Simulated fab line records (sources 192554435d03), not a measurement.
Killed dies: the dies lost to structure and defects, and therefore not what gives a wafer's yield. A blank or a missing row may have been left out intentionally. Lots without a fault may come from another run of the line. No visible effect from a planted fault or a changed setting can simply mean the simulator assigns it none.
Split-lot study + flow n5 finfet + 7 lots, 39 wafers read, on a route of 1938 steps

ON THE SPLIT
At N5_DUMMY_GATE_ETCH_37 (etches SOC in N2/H2, target depth 60 nm, overetch 30 nm), the setting source w was moved away from the recipe's 840 W on 15 of the 39 wafers read, by -18.1% to +18.6%. For the rest of the wafers, this setting stayed at what the recipe calls for.

Reading taken at the split's own step.

THE READING
rf vpp V, in V, at N5_DUMMY_GATE_ETCH_37 (etches SOC in N2/H2, target depth 60 nm, overetch 30 nm). On this fab line, fault-free wafers typically give 525 V with a standard deviation of 3.2 V.

| wafer  | tool, chamber at the split | source w as run, W | against the recipe | rf vpp V, V | against lot-mates on the recipe |
|--------|----------------------------|--------------------|--------------------|-------------|---------------------------------|
| L076.1 | rie diel-02, 2             | 687.6              | -18.1%             | 554         | +31                             |
| L076.2 | rie diel-02, 1             | 687.6              | -18.1%             | 556         | +33                             |
| L076.3 | rie diel-02, 0             | 687.6              | -18.1%             | 562         | +39                             |
| L076.4 | rie diel-02, 3             | 840                | recipe             | 530         | -                               |
| L076.5 | rie diel-02, 1             | 840                | recipe             | 520         | -                               |
| L076.6 | rie diel-02, 2             | 840                | recipe             | 518         | -                               |
| L079.1 | rie diel-03, 3             | 840                | recipe             | 527         | -                               |
| L079.2 | rie diel-03, 0             | 840                | recipe             | 524         | -                               |
| L079.3 | rie diel-03, 2             | 996.1              | +18.6%             | 498         | -27                             |
| L079.4 | rie diel-03, 1             | 996.1              | +18.6%             | 494         | -31                             |
| L079.5 | rie diel-03, 0             | 996.1              | +18.6%             | 495         | -30                             |
| L079.6 | rie diel-03, 1             | 840                | recipe             | 524         | -                               |
| L084.1 | rie diel-02, 0             | 694.8              | -17.3%             | 558         | +32                             |
| L084.2 | rie diel-02, 1             | 840                | recipe             | 520         | -                               |
| L084.3 | rie diel-02, 3             | 840                | recipe             | 528         | -                               |
| L084.4 | rie diel-02, 1             | 694.8              | -17.3%             | 555         | +29                             |
| L084.5 | rie diel-02, 3             | 840                | recipe             | 529         | -                               |
| L084.6 | rie diel-02, 0             | 694.8              | -17.3%             | 557         | +31                             |
| L087.1 | rie diel-03, 2             | 840                | recipe             | 527         | -                               |
| L087.2 | rie diel-03, 3             | 840                | recipe             | 528         | -                               |
| L087.3 | rie diel-03, 0             | 840                | recipe             | 523         | -                               |
| L087.4 | rie diel-03, 1             | 840                | recipe             | 524         | -                               |
| L087.5 | rie diel-03, 1             | 840                | recipe             | 525         | -                               |
| L087.6 | rie diel-03, 0             | 840                | recipe             | 524         | -                               |
| L089.1 | rie diel-03, 0             | 840                | recipe             | 524         | -                               |
| L089.2 | rie diel-03, 3             | 840                | recipe             | 527         | -                               |
| L089.3 | rie diel-03, 2             | 765.3              | -8.9%              | 544         | +19                             |
| L089.4 | rie diel-03, 1             | 765.3              | -8.9%              | 540         | +15                             |
| L089.5 | rie diel-03, 1             | 840                | recipe             | 524         | -                               |
| L089.6 | rie diel-03, 0             | 765.3              | -8.9%              | 540         | +15                             |
| L092.1 | rie diel-02, 2             | 840                | recipe             | 519         | -                               |
| L092.4 | rie diel-02, 1             | 840                | recipe             | 520         | -                               |
| L092.6 | rie diel-02, 3             | 840                | recipe             | 528         | -                               |
| L094.1 | rie diel-01, 1             | 840                | recipe             | 527         | -                               |
| L094.2 | rie diel-01, 3             | 724.2              | -13.8%             | 549         | +21                             |
| L094.3 | rie diel-01, 2             | 840                | recipe             | 530         | -                               |
| L094.4 | rie diel-01, 0             | 840                | recipe             | 526         | -                               |
| L094.5 | rie diel-01, 2             | 724.2              | -13.8%             | 557         | +29                             |
| L094.6 | rie diel-01, 1             | 724.2              | -13.8%             | 553         | +25                             |

THE FIT
A straight line over all 39 wafers: rf vpp V changes by -1.76 V for each +1% of source w; r = -0.98; the points scatter about the line by 3.4 V.
The same after taking each lot's own level away (the mean of its wafers on the recipe; 39 wafers): -1.75 V for each +1%; r = -0.98; scatter 3.1 V.
The reading moves by 33 V for the largest change in source w, on that fit.
The span of the lots' own levels, 522.3 to 527.7 V, comes to 1.7 times the standard deviation stated above.
The two slopes agree, so the slope changes little with the lot-to-lot level.
Check: -32.9 V against its lot-mates is what the line predicts for one of the wafers moved furthest among these (+18.6%) when that wafer is left out of the fit. It came out at -27 V against them.
Tool readings at the split's step, against how far the setting was moved: rf vpp V r = -0.98.

THE WHOLE CHAIN: every reading that the file lists as answering this split, in the file's order
| step                  | what it does                                            | reading                                                                             | change (the file's fit)                | r (the file's) |
|-----------------------|---------------------------------------------------------|-------------------------------------------------------------------------------------|----------------------------------------|----------------|
| N5_DUMMY_GATE_ETCH_37 | etches SOC in N2/H2, target depth 60 nm, overetch 30 nm | rf vpp V                                                                            | -1.78 V for each +1% of the setting    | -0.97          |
| N5_DUMMY_GATE_ETCH_37 | etches SOC in N2/H2, target depth 60 nm, overetch 30 nm | SiARC_of_DUMMY_GATE_COAT_35.thk nm (the simulator's own value, which no gauge read) | -0.0282 nm for each +1% of the setting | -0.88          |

FILE'S OWN FIT
rf vpp V changes by -1.78 V for each +1% of source w, r = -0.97.
